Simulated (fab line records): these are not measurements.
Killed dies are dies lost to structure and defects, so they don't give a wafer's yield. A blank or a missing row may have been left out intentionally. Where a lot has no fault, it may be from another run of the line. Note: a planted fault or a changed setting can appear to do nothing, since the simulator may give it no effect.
Matching of chambers / flow nand harc / NHARC_A_STAIRCASE_DEP_471 on pecvd-03 has 3 sister chambers
The step deposits SiO2, target thk 100 nm. 14 wafers are shown with their chamber, then 7 later ones without.

WAFERS PAIRED WITH THEIR CHAMBERS
wafer=L084.2; chamber=0; throttle valve pct (%)=15.1; showerhead vpp V (V)=1779; heater power outer w (W)=346
wafer=L084.4; chamber=2; throttle valve pct (%)=15.3; showerhead vpp V (V)=1871; heater power outer w (W)=219
wafer=L084.5; chamber=0; throttle valve pct (%)=14.8; showerhead vpp V (V)=1833; heater power outer w (W)=353
wafer=L081.2; chamber=1; throttle valve pct (%)=15.5; showerhead vpp V (V)=1834; heater power outer w (W)=308
wafer=L081.3; chamber=2; throttle valve pct (%)=15.4; showerhead vpp V (V)=1825; heater power outer w (W)=216
wafer=L081.6; chamber=0; throttle valve pct (%)=14.9; showerhead vpp V (V)=1797; heater power outer w (W)=290
wafer=L095.2; chamber=0; throttle valve pct (%)=15.0; showerhead vpp V (V)=1790; heater power outer w (W)=328
wafer=L095.4; chamber=0; throttle valve pct (%)=14.9; showerhead vpp V (V)=1792; heater power outer w (W)=326
wafer=L095.5; chamber=1; throttle valve pct (%)=15.7; showerhead vpp V (V)=1825; heater power outer w (W)=314
wafer=L093.1; chamber=0; throttle valve pct (%)=15.1; showerhead vpp V (V)=1779; heater power outer w (W)=287
wafer=L093.2; chamber=2; throttle valve pct (%)=15.3; showerhead vpp V (V)=1887; heater power outer w (W)=253
wafer=L093.6; chamber=1; throttle valve pct (%)=15.6; showerhead vpp V (V)=1806; heater power outer w (W)=269
wafer=L094.1; chamber=1; throttle valve pct (%)=15.5; showerhead vpp V (V)=1806; heater power outer w (W)=380
wafer=L094.3; chamber=2; throttle valve pct (%)=15.3; showerhead vpp V (V)=1866; heater power outer w (W)=250

SIGNATURES, as means of the wafers listed above
reading=throttle valve pct; chamber 0=14.967; chamber 1=15.575; chamber 2=15.325; scatter within a chamber=0.0992
reading=showerhead vpp V; chamber 0=1795.00; chamber 1=1817.75; chamber 2=1862.25; scatter within a chamber=20.6
reading=heater power outer w; chamber 0=321.67; chamber 1=317.75; chamber 2=234.50; scatter within a chamber=32.1
Rule: distance of a wafer from a chamber = root of the sum over the readings of ((wafer's reading minus chamber's mean) / reading's scatter) squared. If the next closest chamber is less than 2 further off than the closest, the wafer can't be placed; otherwise it belongs to the closest. How the scatter is found: for the shown wafers, subtract from each reading the mean of its chamber, square and add these, divide the total by (wafers less chambers), then take the root.

WAFERS MISSING THEIR CHAMBER
wafer=L094.6; throttle valve pct (%)=15.7; showerhead vpp V (V)=1854; heater power outer w (W)=372
wafer=L086.1; throttle valve pct (%)=15.1; showerhead vpp V (V)=1789; heater power outer w (W)=300
wafer=L086.3; throttle valve pct (%)=15.6; showerhead vpp V (V)=1789; heater power outer w (W)=363
wafer=L086.5; throttle valve pct (%)=14.7; showerhead vpp V (V)=1813; heater power outer w (W)=305
wafer=L096.1; throttle valve pct (%)=15.5; showerhead vpp V (V)=1819; heater power outer w (W)=361
wafer=L096.4; throttle valve pct (%)=15.0; showerhead vpp V (V)=1826; heater power outer w (W)=344
wafer=L096.5; throttle valve pct (%)=15.4; showerhead vpp V (V)=1883; heater power outer w (W)=218

THE CHAMBER EACH PASSED THROUGH
wafer=L094.6; from the rows above=1; in truth=1
wafer=L086.1; from the rows above=0; in truth=0
wafer=L086.3; from the rows above=1; in truth=1
wafer=L086.5; from the rows above=0; in truth=0
wafer=L096.1; from the rows above=1; in truth=1
wafer=L096.4; from the rows above=0; in truth=0
wafer=L096.5; from the rows above=2; in truth=2
Placed correctly: 7 of 7. Number that these rows cannot place: 0. Placed wrongly: 0.
